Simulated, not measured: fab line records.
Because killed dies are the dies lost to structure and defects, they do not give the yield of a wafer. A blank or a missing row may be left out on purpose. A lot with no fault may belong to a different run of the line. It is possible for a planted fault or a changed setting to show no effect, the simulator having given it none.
Which of the tools did it?    flow n5Finfet    32 wafers from 11 lots sampled at 4 of the route's 1938 steps

== WHAT THE GAUGES SHOWED, per wafer ==
Not one reading of a measure or inspect step in the record can be checked against a usual standard deviation.

== EACH LOT AND THE TOOL THAT RAN IT (in order: tool; ch and the chambers of the sampled wafers; start) ==
lot   N5_HKMG_FIN_ALD_91                 N5_HKMG_FIN_STRIP_88                 N5_HKMG_FIN_NWFM_ALD_20            N5_HKMG_FIN_STRIP_90
L338  aldMetal-03 ch 1,2, day 4 07:22    plasmaAsher-01 ch 0,1, day 4 07:58   aldMetal-03 ch 0,2, day 4 08:21    rieDiel-03 ch 2,3, day 4 08:59
L339  aldMetal-03 ch 0,1, day 4 17:27    plasmaAsher-02 ch 0,1, day 4 18:02   aldMetal-04 ch 1,2,3, day 4 18:26  rieDiel-03 ch 1,3, day 4 18:55
L341  aldMetal-01 ch 0,2,3, day 5 09:16  plasmaAsher-02 ch 0,1, day 5 09:56   aldMetal-04 ch 1,3, day 5 10:19    rieDiel-06 ch 2,3, day 5 10:49
L345  aldMetal-03 ch 1,2, day 6 01:52    plasmaAsher-02 ch 0,1, day 6 02:28   aldMetal-01 ch 0,1,2, day 6 02:50  rieDiel-06 ch 0,2, day 6 03:20
L353  aldMetal-04 ch 0,1, day 8 02:50    plasmaAsher-01 ch 0,1, day 8 03:41   aldMetal-03 ch 0,2, day 8 03:58    rieDiel-06 ch 0,1, day 8 04:28
L354  aldMetal-04 ch 0,2,3, day 8 06:51  plasmaAsher-01 ch 1, day 8 07:34     aldMetal-04 ch 0,2,3, day 8 07:57  rieDiel-06 ch 0,1,2, day 8 08:28
L357  aldMetal-03 ch 0,3, day 9 02:37    plasmaAsher-02 ch 0,1, day 9 03:13   aldMetal-03 ch 0,2,3, day 9 03:35  rieDiel-03 ch 2,3, day 9 04:05
L358  aldMetal-03 ch 1,2,3, day 9 09:40  plasmaAsher-01 ch 0,1, day 9 10:20   aldMetal-04 ch 0,1, day 9 10:43    rieDiel-03 ch 1,2, day 9 11:13
L359  aldMetal-01 ch 0,1,2, day 9 10:07  plasmaAsher-02 ch 0,1, day 9 10:43   aldMetal-03 ch 0,1,2, day 9 11:05  rieDiel-03 ch 0,1,3, day 9 11:35
L360  aldMetal-04 ch 2, day 9 19:56      plasmaAsher-02 ch 0, day 9 20:39     aldMetal-01 ch 1,2, day 9 20:55    rieDiel-03 ch 1, day 9 21:28
L361  aldMetal-01 ch 1,2, day 10 01:20   plasmaAsher-02 ch 0,1, day 10 01:55  aldMetal-04 ch 1,2, day 10 02:19   rieDiel-03 ch 0,1,2, day 10 02:51
- N5_HKMG_FIN_ALD_91: deposits TiN, target thk 1 nm, pulse time 1 s, purge time 3 s.
- N5_HKMG_FIN_STRIP_88: strips in N2/H2, time 360 s.
- N5_HKMG_FIN_NWFM_ALD_20: deposits TiAlC, target thk 2 nm, pulse time 3 s, purge time 2 s.
- N5_HKMG_FIN_STRIP_90: strips SOC in N2/H2, time 20 s.

== AS READ BY THE TOOLS THEMSELVES (means over the sampled wafers that have a number; for cases with no such wafer, the mark the record gives instead) ==
N5_HKMG_FIN_ALD_91. Usual: heaterPowerW 864 W, standard deviation 76; precursorPulseHeightRel 0.999, standard deviation 0.02.
lot   tool         heaterPowerW (W)  precursorPulseHeightRel  flag
L338  aldMetal-03  862               1.010                    
L339  aldMetal-03  852               1.006                    
L341  aldMetal-01  864               1.021                    
L345  aldMetal-03  861               1.005                    
L353  aldMetal-04  890               1.022                    
L354  aldMetal-04  892               1.010                    
L357  aldMetal-03  787               0.979                    
L358  aldMetal-03  806               0.998                    
L359  aldMetal-01  896               1.004                    
L360  aldMetal-04  982               0.998                    
L361  aldMetal-01  937               1.022                    

N5_HKMG_FIN_STRIP_88. Usual: drypumpMotorCurrentA 5.3 A, standard deviation 0.33; heaterPowerW 458 W, standard deviation 61; tempC 299.99 C, standard deviation 0.21.
lot   tool            drypumpMotorCurrentA (A)  heaterPowerW (W)  tempC (C)  flag
L338  plasmaAsher-01  4.9                       493               300.19     
L339  plasmaAsher-02  5.6                       449               299.93     
L341  plasmaAsher-02  5.5                       407               300.03     
L345  plasmaAsher-02  5.5                       405               300.01     
L353  plasmaAsher-01  4.9                       507               299.80     
L354  plasmaAsher-01  4.9                       463               299.87     
L357  plasmaAsher-02  5.6                       448               300.02     
L358  plasmaAsher-01  4.9                       501               299.90     
L359  plasmaAsher-02  5.5                       401               299.89     
L360  plasmaAsher-02  5.7                       500               299.80     
L361  plasmaAsher-02  5.6                       456               299.91     

N5_HKMG_FIN_NWFM_ALD_20. Usual: heaterPowerW 483 W, standard deviation 41; precursorPulseHeightRel 1.000, standard deviation 0.02.
lot   tool         heaterPowerW (W)  precursorPulseHeightRel  flag
L338  aldMetal-03  465               1.013                    
L339  aldMetal-04  519               0.999                    
L341  aldMetal-04  518               1.001                    
L345  aldMetal-01  496               1.008                    
L353  aldMetal-03  462               0.990                    
L354  aldMetal-04  505               0.988                    
L357  aldMetal-03  443               0.996                    
L358  aldMetal-04  474               0.996                    
L359  aldMetal-03  474               0.993                    
L360  aldMetal-01  512               0.982                    
L361  aldMetal-04  539               1.007                    

N5_HKMG_FIN_STRIP_90. Usual: value, then standard deviation, for each; drypumpMotorCurrentA 5.9 A / 0.43; oesProductAu 0.78 a.u. / 0.071; powerW 500.0 W / 1.5; rfVppV 54.2 V / 0.84; showerheadPlenumPTorr 3.36 Torr / 0.085; tempC 40.00 C / 0.11; throttleValvePct 18.90 % / 0.27.
lot   tool        drypumpMotorCurrentA (A)  oesProductAu (a.u.)  powerW (W)  rfVppV (V)  showerheadPlenumPTorr (Torr)  tempC (C)  throttleValvePct (%)  flag
L338  rieDiel-03  5.7                       0.79                 501.5       54.3        3.35                          39.85      18.79                 
L339  rieDiel-03  6.0                       0.87                 499.5       53.7        3.33                          39.93      18.65                 
L341  rieDiel-06  5.3                       0.84                 501.3       54.4        3.40                          40.12      18.81                 
L345  rieDiel-06  5.6                       0.80                 499.9       54.5        3.45                          40.00      18.61                 
L353  rieDiel-06  6.2                       0.60                 370.5       54.7        3.46                          39.84      19.19                 OFF
L354  rieDiel-06  5.9                       0.62                 372.3       54.2        3.43                          40.06      18.97                 OFF
L357  rieDiel-03  5.7                       0.74                 501.4       54.5        3.33                          39.98      18.86                 
L358  rieDiel-03  5.4                       0.74                 499.9       54.5        3.38                          40.07      18.97                 
L359  rieDiel-03  6.0                       0.79                 499.2       53.9        3.32                          40.01      18.86                 
L360  rieDiel-03  5.5                       0.81                 499.9       54.7        3.41                          40.00      18.93                 
L361  rieDiel-03  5.7                       0.74                 500.0       54.0        3.35                          39.98      19.00                 

== THE ANSWER, worked out from the rows above alone ==
Rule: lot off if the mean of its wafers having a number is beyond 3 standard deviations from the usual mean. A lot without any number at a reading at which 4 lots or more have one is off too. Any other lot the step has rows for is counted as sound. Order of review: gauges by route order, followed by the tools' own readings, for which a lot's mean as printed above is used. The first step at which some lot is off is used, and at that step the reading that is off furthest; a lot without a number counts as furthest.
Off, at N5_HKMG_FIN_STRIP_90 on powerW: L353, L354.
A tool fits if, at that step or a process step before it, it ran every lot that is off, and no sound lot after the first of them. One candidate fits, namely rieDiel-06 at N5_HKMG_FIN_STRIP_90. Its last sound lot is L345 (day 6 03:20), its first lot that is off L353 (day 8 04:28): a fault that began between those two fits.
The tool's own readings at N5_HKMG_FIN_STRIP_90 bear it out: on the lots that are off they differ by more than 5 times the standard deviation of the sound lots' means. powerW reads 371.4 W there against 500.3 W on the sound lots.

== WHAT HAD BEEN PUT IN BY THE SIMULATOR ==
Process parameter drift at N5_HKMG_FIN_STRIP_90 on rieDiel-06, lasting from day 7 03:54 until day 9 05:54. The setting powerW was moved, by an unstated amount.
Shown lots that were struck: L353, L354. The rule above reached the same finding.
